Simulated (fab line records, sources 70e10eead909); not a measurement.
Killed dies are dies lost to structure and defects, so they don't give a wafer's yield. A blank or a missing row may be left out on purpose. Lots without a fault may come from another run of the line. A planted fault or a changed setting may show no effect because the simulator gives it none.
Which tool did it? | flow nand_harc | 10 lots, 30 wafers sampled, at 5 steps of a route of 1302

WHAT THE GAUGES READ, wafer by wafer
NHARC_END_WLT_00. Usual: VT_DECK1_BOTTOM 0.867, standard deviation 0.009; VT_DECK1_BOTTOM_INNER 0.866, standard deviation 0.0089; VT_DECK1_MEDIAN_NEAR_BOTTOM 0.868, standard deviation 0.0088; VT_DECK1_MEDIAN_NEAR_BOTTOM_INNER 0.868, standard deviation 0.009; VT_DECK1_MIDDLE 0.880, standard deviation 0.0078; VT_DECK1_MIDDLE_INNER 0.880, standard deviation 0.0086; VT_DECK1_TOP 0.893, standard deviation 0.008; VT_DECK1_TOP_INNER 0.892, standard deviation 0.0081; VT_DECK2_BOTTOM 0.867, standard deviation 0.0081; VT_DECK2_BOTTOM_INNER 0.867, standard deviation 0.0084; VT_DECK2_MEDIAN_NEAR_BOTTOM 0.868, standard deviation 0.008; VT_DECK2_MEDIAN_NEAR_BOTTOM_INNER 0.868, standard deviation 0.0083; VT_DECK2_MIDDLE 0.881, standard deviation 0.0072; VT_DECK2_MIDDLE_INNER 0.881, standard deviation 0.0084; VT_DECK2_TOP 0.893, standard deviation 0.0079; VT_DECK2_TOP_INNER 0.893, standard deviation 0.0076.
lot  | measured     | on        | VT_DECK1_BOTTOM   | VT_DECK1_BOTTOM_INNER | VT_DECK1_MEDIAN_NEAR_BOTTOM | VT_DECK1_MEDIAN_NEAR_BOTTOM_INNER | VT_DECK1_MIDDLE   | VT_DECK1_MIDDLE_INNER | VT_DECK1_TOP      | VT_DECK1_TOP_INNER | VT_DECK2_BOTTOM   | VT_DECK2_BOTTOM_INNER | VT_DECK2_MEDIAN_NEAR_BOTTOM | VT_DECK2_MEDIAN_NEAR_BOTTOM_INNER | VT_DECK2_MIDDLE   | VT_DECK2_MIDDLE_INNER | VT_DECK2_TOP      | VT_DECK2_TOP_INNER | flag
L837 | day 24 11:04 | prober-01 | 0.873 0.880 0.877 | 0.873 0.878 0.872     | 0.877 0.874 0.870           | 0.876 0.876 0.885                 | 0.887 0.888 0.887 | 0.893 0.890 0.892     | 0.897 0.898 0.909 | 0.903 0.898 0.892  | 0.861 0.859 0.867 | 0.851 0.867 0.870     | 0.860 0.864 0.872           | 0.856 0.863 0.866                 | 0.862 0.877 0.875 | 0.867 0.870 0.869     | 0.881 0.888 0.882 | 0.887 0.889 0.883  |
L840 | day 25 09:40 | prober-02 | 0.866 0.867 0.862 | 0.869 0.856 0.864     | 0.867 0.864 0.866           | 0.872 0.856 0.866                 | 0.879 0.874 0.881 | 0.887 0.884 0.884     | 0.898 0.898 0.891 | 0.903 0.902 0.902  | 0.858 0.867 0.864 | 0.852 0.863 0.862     | 0.859 0.866 0.862           | 0.859 0.868 0.864                 | 0.871 0.880 0.874 | 0.878 0.873 0.871     | 0.885 0.886 0.881 | 0.885 0.882 0.880  |
L841 | day 25 14:46 | prober-01 | 0.874 0.864 0.861 | 0.870 0.864 0.860     | 0.872 0.855 0.862           | 0.877 0.873 0.862                 | 0.885 0.874 0.878 | 0.880 0.875 0.885     | 0.896 0.892 0.896 | 0.893 0.891 0.895  | 0.856 0.861 0.846 | 0.853 0.859 0.847     | 0.851 0.862 0.850           | 0.856 0.863 0.847                 | 0.878 0.874 0.869 | 0.864 0.869 0.861     | 0.881 0.884 0.885 | 0.876 0.885 0.878  |
L842 | day 26 12:07 | prober-02 | 0.862 0.856 0.866 | 0.859 0.861 0.871     | 0.863 0.856 0.873           | 0.870 0.865 0.870                 | 0.870 0.869 0.882 | 0.872 0.873 0.881     | 0.887 0.888 0.887 | 0.881 0.886 0.886  | 0.859 0.860 0.866 | 0.863 0.853 0.867     | 0.861 0.862 0.868           | 0.857 0.854 0.861                 | 0.869 0.879 0.874 | 0.877 0.876 0.885     | 0.889 0.897 0.896 | 0.892 0.892 0.902  |
L843 | day 27 18:49 | prober-02 | 0.874 0.892 0.869 | 0.888 0.885 0.874     | 0.884 0.886 0.879           | 0.879 0.883 0.881                 | 0.897 0.889 0.895 | 0.891 0.896 0.894     | 0.902 0.904 0.909 | 0.898 0.912 0.906  | 0.868 0.862 0.862 | 0.866 0.866 0.869     | 0.867 0.865 0.854           | 0.871 0.862 0.865                 | 0.874 0.873 0.879 | 0.873 0.874 0.879     | 0.879 0.885 0.889 | 0.891 0.888 0.886  |
L853 | day 30 16:52 | prober-02 | 0.855 0.859 0.857 | 0.850 0.857 0.865     | 0.851 0.858 0.861           | 0.861 0.852 0.859                 | 0.875 0.865 0.879 | 0.875 0.869 0.868     | 0.889 0.885 0.885 | 0.880 0.884 0.887  | 0.865 0.874 0.870 | 0.869 0.869 0.872     | 0.870 0.882 0.868           | 0.875 0.879 0.876                 | 0.877 0.892 0.882 | 0.889 0.887 0.884     | 0.896 0.900 0.896 | 0.903 0.897 0.890  |
L855 | day 31 20:28 | prober-01 | 0.865 0.867 0.863 | 0.860 0.862 0.854     | 0.862 0.860 0.861           | 0.867 0.871 0.860                 | 0.873 0.876 0.870 | 0.879 0.877 0.867     | 0.901 0.887 0.887 | 0.885 0.885 0.881  | 0.868 0.866 0.877 | 0.877 0.867 0.884     | 0.867 0.867 0.870           | 0.874 0.874 0.880                 | 0.890 0.880 0.879 | 0.888 0.880 0.879     | 0.911 0.896 0.898 | 0.894 0.894 0.899  |
L857 | day 32 18:00 | prober-02 | 0.868 0.857 0.873 | 0.863 0.864 0.862     | 0.868 0.850 0.871           | 0.863 0.855 0.874                 | 0.879 0.874 0.869 | 0.879 0.878 0.882     | 0.887 0.886 0.895 | 0.882 0.894 0.892  | 0.868 0.859 0.857 | 0.869 0.855 0.862     | 0.868 0.867 0.863           | 0.860 0.855 0.855                 | 0.875 0.882 0.881 | 0.882 0.871 0.877     | 0.891 0.893 0.894 | 0.889 0.899 0.891  |
L860 | day 33 01:48 | prober-02 | 0.858 0.871 0.868 | 0.863 0.866 0.871     | 0.865 0.872 0.870           | 0.868 0.874 0.866                 | 0.878 0.879 0.887 | 0.878 0.872 0.878     | 0.885 0.888 0.896 | 0.889 0.894 0.893  | 0.875 0.887 0.889 | 0.877 0.883 0.876     | 0.883 0.888 0.892           | 0.880 0.888 0.888                 | 0.892 0.887 0.896 | 0.891 0.891 0.903     | 0.909 0.900 0.909 | 0.905 0.905 0.903  |
L859 | day 33 00:31 | prober-01 | 0.871 0.858 0.872 | 0.869 0.865 0.870     | 0.865 0.875 0.871           | 0.872 0.869 0.872                 | 0.877 0.885 0.888 | 0.883 0.882 0.894     | 0.903 0.901 0.897 | 0.896 0.899 0.895  | 0.868 0.873 0.870 | 0.873 0.875 0.871     | 0.872 0.873 0.874           | 0.886 0.871 0.871                 | 0.898 0.888 0.888 | 0.891 0.888 0.886     | 0.898 0.906 0.904 | 0.896 0.900 0.895  |

NHARC_END_SORT_01. Usual: killed_at_array 56, standard deviation 19; killed_at_other 0.6, standard deviation 1; killed_at_periphery 3.9, standard deviation 2.7; killed_dies 61, standard deviation 19; killed_open 3.3, standard deviation 1.9; killed_short 2.4, standard deviation 1.7.
lot  | measured     | on        | killed_at_array | killed_at_other | killed_at_periphery | killed_dies | killed_open | killed_short | flag
L842 | day 26 15:25 | prober-02 | 177 56 63       | 0 1 2           | 7 7 6               | 184 64 71   | 2 9 9       | 2 1 5        |
L853 | day 30 20:13 | prober-02 | 85 89 78        | 0 1 0           | 4 7 4               | 89 97 82    | 1 2 3       | 3 3 4        |
L855 | day 31 23:44 | prober-01 | 62 49 46        | 1 1 0           | 8 4 5               | 71 54 51    | 5 2 5       | 3 3 0        |

WHICH TOOL RAN EACH LOT (tool, then ch and the chambers of the sampled wafers, then the start)
lot  | NHARC_A_WL_FILL_ALD_00           | NHARC_THIN_TSV_DEP_47           | NHARC_THIN_TSV_ETCH_59
L837 | ald_hk-03 ch 1,2, day 20 11:03   | pecvd-04 ch 0,2, day 23 22:43   | rie_metal-01 ch 0,1, day 24 03:01
L840 | ald_hk-01 ch 0,2,3, day 21 06:57 | pecvd-02 ch 0,1,2, day 24 21:02 | rie_metal-02 ch 0,1, day 25 01:15
L841 | ald_hk-01 ch 2,3, day 21 13:14   | pecvd-02 ch 1,2, day 24 20:22   | rie_metal-03 ch 0,1, day 25 00:42
L842 | ald_hk-01 ch 1,2, day 22 14:37   | pecvd-04 ch 0,2, day 26 01:28   | rie_metal-03 ch 0,1, day 26 05:50
L843 | ald_hk-04 ch 1,2, day 23 06:25   | pecvd-04 ch 1,2, day 27 02:14   | rie_metal-02 ch 0,1, day 27 06:31
L853 | ald_hk-01 ch 0,3, day 26 20:00   | pecvd-01 ch 0,2, day 30 05:39   | rie_metal-01 ch 0, day 30 10:04
L855 | ald_hk-01 ch 1,2,3, day 27 20:41 | pecvd-02 ch 0,1, day 31 07:32   | rie_metal-03 ch 0, day 31 11:48
L857 | ald_hk-03 ch 1,2,3, day 28 14:13 | pecvd-01 ch 0,1,2, day 32 05:34 | rie_metal-02 ch 0,1, day 32 09:56
L860 | ald_hk-04 ch 1,2,3, day 28 23:21 | pecvd-02 ch 1,2, day 32 14:14   | rie_metal-02 ch 0,1, day 32 18:38
L859 | ald_hk-01 ch 0,3, day 29 04:01   | pecvd-04 ch 0,1,2, day 32 15:35 | rie_metal-01 ch 0,1, day 32 19:49
- NHARC_A_WL_FILL_ALD_00: deposits Al2O3, target thk 3 nm, pulse time 3 s, ald cycles 30.
- NHARC_THIN_TSV_DEP_47: deposits SiO2, target thk 200 nm.
- NHARC_THIN_TSV_ETCH_59: etches the open film in Cl2/BCl3, target depth 880 nm, time 138.1 s.

WHAT THE TOOLS THEMSELVES READ (means of the sampled wafers that have a number; where no wafer has one, the mark that the record gives instead)
NHARC_A_WL_FILL_ALD_00. Usual: heater_power_w 492 W, standard deviation 38; precursor_pulse_height_rel 0.998, standard deviation 0.02.
lot  | tool      | heater_power_w (W) | precursor_pulse_height_rel | flag
L837 | ald_hk-03 | 503                | 0.998                      |
L840 | ald_hk-01 | 496                | 1.006                      |
L841 | ald_hk-01 | 525                | 0.987                      |
L842 | ald_hk-01 | 495                | 1.009                      |
L843 | ald_hk-04 | 470                | 1.011                      |
L853 | ald_hk-01 | 509                | 1.014                      |
L855 | ald_hk-01 | 511                | 1.014                      |
L857 | ald_hk-03 | 539                | 1.010                      |
L860 | ald_hk-04 | 440                | 0.991                      |
L859 | ald_hk-01 | 479                | 1.014                      |

NHARC_THIN_TSV_DEP_47. Usual: throttle_valve_pct 16.2 %, standard deviation 0.58.
lot  | tool     | throttle_valve_pct (%) | flag
L837 | pecvd-04 | 15.8                   |
L840 | pecvd-02 | 16.2                   |
L841 | pecvd-02 | 16.0                   |
L842 | pecvd-04 | 16.3                   |
L843 | pecvd-04 | 16.4                   |
L853 | pecvd-01 | 16.3                   |
L855 | pecvd-02 | 16.2                   |
L857 | pecvd-01 | 16.0                   |
L860 | pecvd-02 | 16.2                   |
L859 | pecvd-04 | 16.3                   |

NHARC_THIN_TSV_ETCH_59. Usual: bias_w 100.01 W, standard deviation 0.29; drypump_motor_current_A 5.7 A, standard deviation 0.59; oes_product_au 0.998 a.u., standard deviation 0.01; throttle_valve_pct 22.263 %, standard deviation 0.0088.
lot  | tool         | bias_w (W) | drypump_motor_current_A (A) | oes_product_au (a.u.) | throttle_valve_pct (%) | flag
L837 | rie_metal-01 | 99.84      | 5.9                         | 1.006                 | 22.256                 |
L840 | rie_metal-02 | 100.12     | 5.9                         | 0.989                 | 22.258                 |
L841 | rie_metal-03 | 100.30     | 5.3                         | 1.003                 | 22.264                 |
L842 | rie_metal-03 | 100.09     | 5.8                         | 1.019                 | 22.271                 |
L843 | rie_metal-02 | 100.07     | 5.9                         | 0.987                 | 22.269                 |
L853 | rie_metal-01 | 99.63      | 5.6                         | 0.994                 | 22.254                 |
L855 | rie_metal-03 | 100.04     | 4.8                         | 1.011                 | 22.263                 |
L857 | rie_metal-02 | 100.06     | 6.0                         | 0.995                 | 22.262                 |
L860 | rie_metal-02 | 100.23     | 5.9                         | 0.991                 | 22.270                 |
L859 | rie_metal-01 | 99.77      | 5.9                         | 0.987                 | 22.276                 |

THE ANSWER, worked out from the rows above alone
Rule: a lot is off if the mean of its wafers that have a number lies more than 3 standard deviations from the usual mean. A lot without any number at a reading at which 4 lots or more have one is off too. The other lots that the step has rows for count as sound. The gauges are gone through in route order, then the tools' own readings, and for those a lot's mean is taken as printed above. The first step at which some lot is off is used, and at that step the reading that is off furthest; a lot without a number counts as furthest.
No lot is off at any reading shown: from this, nothing can be told.

WHAT THE SIMULATOR HAD PUT IN
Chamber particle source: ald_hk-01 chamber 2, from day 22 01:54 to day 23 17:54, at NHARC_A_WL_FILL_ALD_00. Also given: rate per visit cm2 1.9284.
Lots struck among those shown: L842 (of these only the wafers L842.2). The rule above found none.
